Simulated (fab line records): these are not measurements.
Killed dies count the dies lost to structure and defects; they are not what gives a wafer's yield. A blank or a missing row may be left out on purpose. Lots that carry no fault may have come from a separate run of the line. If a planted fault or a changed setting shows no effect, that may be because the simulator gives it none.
fab line records -- flow n5-finfet -- part 2 of 2: steps 16 to 16 of 16
[record] lots = 7, wafers = 19, last-day = 17
route steps=1938 shown BEOL_M2@872 BEOL_M4@1111 PASSIVATION@1936
lots untouched by any fault: they come from a run of this same line in which no faults occurred
start-h: hours from the record's opening day to when the first of the lot's shown wafers began -- wait-h: how many hours have passed since the lot's step before this one -- " identical to the entry in the row above -- L1.1+2: one row covering several wafers at once -- - either no value or no given start -- * or withheld: withheld -- < > ~ a bound
route shown NAME@n: NAME is a module with steps in the file, n the number in the route of the first one -- usual: mean/standard deviation taken from wafers without a fault -- same: alike in all rows -- chamber/n: place in a boat -- sites: each site's reading -- _std_site: standard deviation of those values -- _edge_site: inner sites' mean taken away from outer sites' mean -- radius-mm: for every site, how far away it sits from the centre of the wafer -- mask NAME#n: copy n -- behind: tool/chamber where the wafer was last shaped -- hold: the reason the lot was held/the length of the hold in hours/how it ended -- device: which transistor (n, p or np) failed to switch -- end of line: tests of these same wafers at the route's end -- a step given without rows: its recipe and nothing more -- killed: the dies lost at the first sort to structure and to defects; this is not the yield of the wafer -- map: a wafer's dies, marking killed ones x, the rest . and places with no die _
set.NAME: the run value of the setting; set.NAME@STEP: its run value at that earlier step -- model.NAME: the simulator's own value behind a step, which no gauge read
lots at some steps of the route; a table a step, a row a wafer
services: the hour from which a tool's chamber was out of use, counted from the record's first day as start-h (under 0 if before that day), plus the number of hours and why
[[steps]]
[step N5_PASSIVATION_PROBE_49]
[usual] defect-limited-yield = 91.4/1.6, killed_at_M0_to_M3 = 35/10, killed_at_M4_up = 12/4.7, killed-at-contacts = 12/5.8, killed-at-front-end = 38/12, killed-at-other = 4/3.2, killed-dies = 102/18, killed-open = 68/14, killed-short = 32/8, sort_bin_4_leakage = 0.00/0.043, sort_bin_5_function = 5.1/0.96, sort_bin_6_memory = 3.2/0.77, sort-n-pass = 1078/20, sort-yield-pct = 91.3/1.7
[same] gross-dies = 1180, killed-at-back-side = 0, sort_bin_8_speed[%] = 0
lot.wafer,tool,chamber,start-h,wait-h,defect-limited-yield[%],killed_at_M0_to_M3,killed_at_M4_up,killed-at-contacts,killed-at-front-end,killed-at-other,killed-dies,killed-open,killed-short,sort_bin_4_leakage[%],sort_bin_5_function[%],sort_bin_6_memory[%],sort-n-pass,sort-yield-pct[%]
L518.2,prober-02,-,275.60,0.1,92.8,39,16,3,25,2,85,65,20,0,4.5,2.6,1095,92.8
L518.3,prober-02,-,275.65,0.1,91.9,47,15,8,26,0,96,63,33,0,5.6,2.2,1084,91.9
L518.6,prober-02,-,275.80,0.3,94.1,33,13,6,15,3,70,47,23,0,4.4,1.4,1110,94.1
L519.1,prober-02,-,276.19,0.0,93.3,24,15,7,32,1,79,45,32,0,4.0,2.4,1101,93.3
L519.2,prober-02,-,276.24,0.1,93.5,27,8,12,29,1,77,43,34,0,4.5,1.5,1103,93.5
L519.5,prober-02,-,276.39,0.2,95.1,13,13,7,24,1,58,45,13,0,3.1,1.9,1122,95.1
L523.2,prober-02,-,319.73,0.1,91.9,41,19,8,27,1,96,62,34,0,5.0,3.0,1084,91.9
L523.4,prober-02,-,319.83,0.2,91.9,45,9,11,28,2,95,57,37,0.51,4.5,3.3,1079,91.4
L525.2,prober-02,-,325.64,0.1,87.6,40,6,30,69,1,146,100,46,0,8.1,3.7,1034,87.6
L525.6,prober-02,-,325.84,0.3,90.7,47,13,12,33,5,110,73,37,0,5.3,3.8,1070,90.7
L527.1,prober-02,-,336.95,0.0,91.3,42,8,24,25,4,103,77,26,0,5.6,2.8,1077,91.3
L527.2,prober-02,-,337.00,0.1,92.0,34,16,10,31,3,94,63,31,0,4.7,3.0,1086,92.0
L527.6,prober-02,-,337.20,0.3,89.8,44,20,10,42,4,120,92,28,0,5.9,4.1,1060,89.8
L535.1,prober-01,-,370.99,0.0,92.5,20,18,24,23,3,88,59,28,0,4.4,2.6,1092,92.5
L535.2,prober-01,-,371.04,0.1,91.9,44,14,16,15,7,96,66,28,0,4.0,3.7,1084,91.9
L535.6,prober-01,-,371.24,0.3,92.6,29,11,19,24,4,87,55,29,0,4.8,2.5,1093,92.6
L539.4,prober-01,-,408.55,0.2,91.9,19,15,12,43,7,96,57,34,0,4.2,3.3,1084,91.9
L539.5,prober-01,-,408.60,0.2,91.9,35,14,13,30,3,95,59,36,0,4.8,2.4,1085,91.9
L539.6,prober-01,-,408.65,0.3,93.8,19,17,11,24,2,73,52,21,0,3.8,2.2,1107,93.8
// killed by level:class
L518.2 BEOL_M2:geometric-particle:open=12 BEOL_M0_SAQP:geometric-particle:open=8 STARTING-WAFER:geometric-particle:open=7 FIN_SAQP:geometric-particle:open=6 BEOL_M0_SAQP:geometric-particle:short=6 BEOL_M1:geometric-particle:open=6 BEOL_M4:geometric-particle:open=4 STI_FIN_REVEAL:geometric-particle:open=3
L518.3 BEOL_M0_SAQP:geometric-particle:short=11 BEOL_M0_SAQP:geometric-particle:open=11 MOL_CONTACT_COAG:geometric-particle:open=8 BEOL_M2:geometric-particle:open=8 BEOL_M1:geometric-particle:open=7 GATE_CUT:geometric-particle:short=5 BEOL_M3:geometric-particle:open=5 STARTING-WAFER:geometric-particle:short=5
L518.6 BEOL_M1:geometric-particle:open=8 BEOL_M0_SAQP:geometric-particle:short=6 MOL_CONTACT_COAG:geometric-particle:open=5 BEOL_M0_SAQP:geometric-particle:open=5 BEOL_M2:geometric-particle:open=4 BEOL_M4:geometric-particle:open=4 BEOL_M8:geometric-particle:open=4 FIN_SAQP:geometric-particle:open=3
L519.1 FIN_SAQP:geometric-particle:short=9 MOL_CONTACT_COAG:geometric-particle:open=5 BEOL_M2:geometric-particle:open=5 BEOL_M4:geometric-particle:open=5 DUMMY_GATE:geometric-particle:open=4 BEOL_M0_SAQP:geometric-particle:open=4 BEOL_M0_SAQP:geometric-particle:short=4 FIN_SAQP:geometric-particle:open=3
L519.2 MOL_CONTACT_COAG:geometric-particle:open=9 BEOL_M0_SAQP:geometric-particle:short=8 BEOL_M3:geometric-particle:open=8 FIN_SAQP:geometric-particle:open=6 FIN_SAQP:geometric-particle:short=5 STARTING-WAFER:geometric-particle:short=5 BEOL_M2:geometric-particle:open=4 STI_FIN_REVEAL:geometric-particle:short=3
L519.5 MOL_CONTACT_COAG:geometric-particle:open=6 BEOL_M2:geometric-particle:open=6 STI_FIN_REVEAL:geometric-particle:open=5 BEOL_M3:geometric-particle:open=5 FIN_SAQP:geometric-particle:short=4 FIN_SAQP:geometric-particle:open=3 ILD0:geometric-particle:open=3 ILD0:geometric-particle:short=2
L523.2 BEOL_M0_SAQP:geometric-particle:short=13 BEOL_M4:geometric-particle:open=12 BEOL_M3:geometric-particle:open=10 MOL_CONTACT_COAG:geometric-particle:open=6 DUMMY_GATE:geometric-particle:open=5 BEOL_M0_SAQP:geometric-particle:open=5 BEOL_M0:geometric-particle:open=5 GATE_CUT:geometric-particle:short=4
L523.4 FIN_SAQP:geometric-particle:short=13 MOL_CONTACT_COAG:geometric-particle:open=9 BEOL_M0_SAQP:geometric-particle:open=8 BEOL_M2:geometric-particle:open=8 BEOL_M3:geometric-particle:open=7 BEOL_M0_SAQP:geometric-particle:short=6 BEOL_M1:geometric-particle:open=6 BEOL_M4:geometric-particle:open=5
L525.2 STI_FIN_REVEAL:geometric-particle:open=28 MOL_CONTACT_COAG:geometric-particle:open=26 BEOL_M0_SAQP:geometric-particle:short=12 FIN_SAQP:geometric-particle:short=10 FIN_SAQP:geometric-particle:open=9 BEOL_M0_SAQP:geometric-particle:open=9 BEOL_M3:geometric-particle:open=8 STI_FIN_REVEAL:geometric-particle:short=6
L525.6 BEOL_M0_SAQP:geometric-particle:open=16 BEOL_M0_SAQP:geometric-particle:short=15 STI_FIN_REVEAL:geometric-particle:open=13 MOL_CONTACT_COAG:geometric-particle:open=8 BEOL_M3:geometric-particle:open=8 STARTING-WAFER:geometric-particle:open=5 FIN_SAQP:geometric-particle:open=4 MOL_CONTACT_COAG:geometric-particle:short=4
L527.1 MOL_CONTACT_COAG:geometric-particle:open=20 BEOL_M1:geometric-particle:open=13 BEOL_M0_SAQP:geometric-particle:short=10 BEOL_M0_SAQP:geometric-particle:open=10 FIN_SAQP:geometric-particle:open=7 ILD0:geometric-particle:open=5 MOL_CONTACT_COAG:geometric-particle:short=4 BEOL_M3:geometric-particle:open=4
L527.2 MOL_CONTACT_COAG:geometric-particle:open=10 BEOL_M0_SAQP:geometric-particle:short=9 BEOL_M1:geometric-particle:open=9 BEOL_M4:geometric-particle:open=8 DUMMY_GATE:geometric-particle:open=7 BEOL_M0_SAQP:geometric-particle:open=7 STI_FIN_REVEAL:geometric-particle:open=5 BEOL_M3:geometric-particle:open=4
L527.6 BEOL_M4:geometric-particle:open=14 DUMMY_GATE:geometric-particle:open=11 BEOL_M1:geometric-particle:open=11 MOL_CONTACT_COAG:geometric-particle:open=10 BEOL_M0_SAQP:geometric-particle:short=8 BEOL_M0_SAQP:geometric-particle:open=8 BEOL_M3:geometric-particle:open=7 STARTING-WAFER:geometric-particle:open=7
L535.1 MOL_CONTACT_COAG:geometric-particle:open=20 BEOL_M4:geometric-particle:open=10 STI_FIN_REVEAL:geometric-particle:open=5 BEOL_M3:geometric-particle:open=5 MOL_CONTACT_COAG:geometric-particle:short=4 BEOL_M2:geometric-particle:open=4 FIN_SAQP:geometric-particle:open=3 FIN_SAQP:geometric-particle:short=3
L535.2 MOL_CONTACT_COAG:geometric-particle:open=13 BEOL_M3:geometric-particle:open=10 BEOL_M0_SAQP:geometric-particle:open=10 BEOL_M2:geometric-particle:open=7 BEOL_M4:geometric-particle:open=6 BEOL_M0_SAQP:geometric-particle:short=5 BEOL_M1:geometric-particle:open=4 BEOL_M3:geometric-particle:short=4
L535.6 MOL_CONTACT_COAG:geometric-particle:open=17 BEOL_M0_SAQP:geometric-particle:short=8 BEOL_M2:geometric-particle:open=7 STARTING-WAFER:geometric-particle:short=6 BEOL_M4:geometric-particle:open=6 FIN_SAQP:geometric-particle:short=5 BEOL_M0_SAQP:geometric-particle:open=5 STI_FIN_REVEAL:geometric-particle:open=4
L539.4 FIN_SAQP:geometric-particle:short=15 MOL_CONTACT_COAG:geometric-particle:open=9 BEOL_M3:geometric-particle:open=9 FIN_SAQP:geometric-particle:open=8 BEOL_M4:geometric-particle:open=7 BEOL_M5:geometric-particle:open=5 HKMG_FIN:area-etch=5 BEOL_M1:geometric-particle:open=4
L539.5 BEOL_M2:geometric-particle:open=15 MOL_CONTACT_COAG:geometric-particle:open=10 GATE_CUT:geometric-particle:short=6 BEOL_M3:geometric-particle:open=6 BEOL_M4:geometric-particle:open=6 STARTING-WAFER:geometric-particle:short=5 FIN_SAQP:geometric-particle:short=4 BEOL_M1:geometric-particle:open=4
L539.6 MOL_CONTACT_COAG:geometric-particle:open=8 FIN_SAQP:geometric-particle:open=7 BEOL_M4:geometric-particle:open=7 STI_FIN_REVEAL:geometric-particle:open=6 BEOL_M1:geometric-particle:open=6 FIN_SAQP:geometric-particle:short=4 BEOL_M2:geometric-particle:open=4 MOL_CONTACT_COAG:geometric-particle:short=3
[[services]]
tool,chamber,start-h,hours,kind
ald-sin-01,1,144.50,5.2,repair
ald-sin-02,0,151.84,12.4,repair
rie-diel-06,0,155.65,13.1,repair
rie-diel-01,1,173.91,5.0,repair
ald-sin-01,-,177.18,14.0,pm
rie-diel-06,1,187.11,16.2,repair
rie-diel-01,2,201.16,-,clean
rie-diel-01,2,201.16,-,consumable-replace:focus-ring
rie-diel-01,2,201.16,-,consumable-replace:showerhead
rie-diel-01,2,201.16,13.0,scheduled-down
rie-diel-01,2,201.16,13.0,vent-cycle
rie-diel-04,1,204.77,9.1,repair
ald-sin-01,-,219.33,0.9,repair
ald-sin-01,2,224.79,3.5,repair
ald-sin-04,1,226.54,1.7,repair
ald-sin-04,3,231.17,16.1,repair
ald-sin-02,0,232.17,4.1,repair
ald-sin-01,-,235.40,0.5,repair
ald-sin-02,3,238.06,6.4,repair
ald-sin-04,2,240.62,5.4,repair
rie-diel-06,3,242.09,1.5,repair
rie-diel-06,0,242.48,1.3,repair
ald-sin-02,-,263.74,4.6,repair
ald-sin-02,-,268.35,14.0,pm
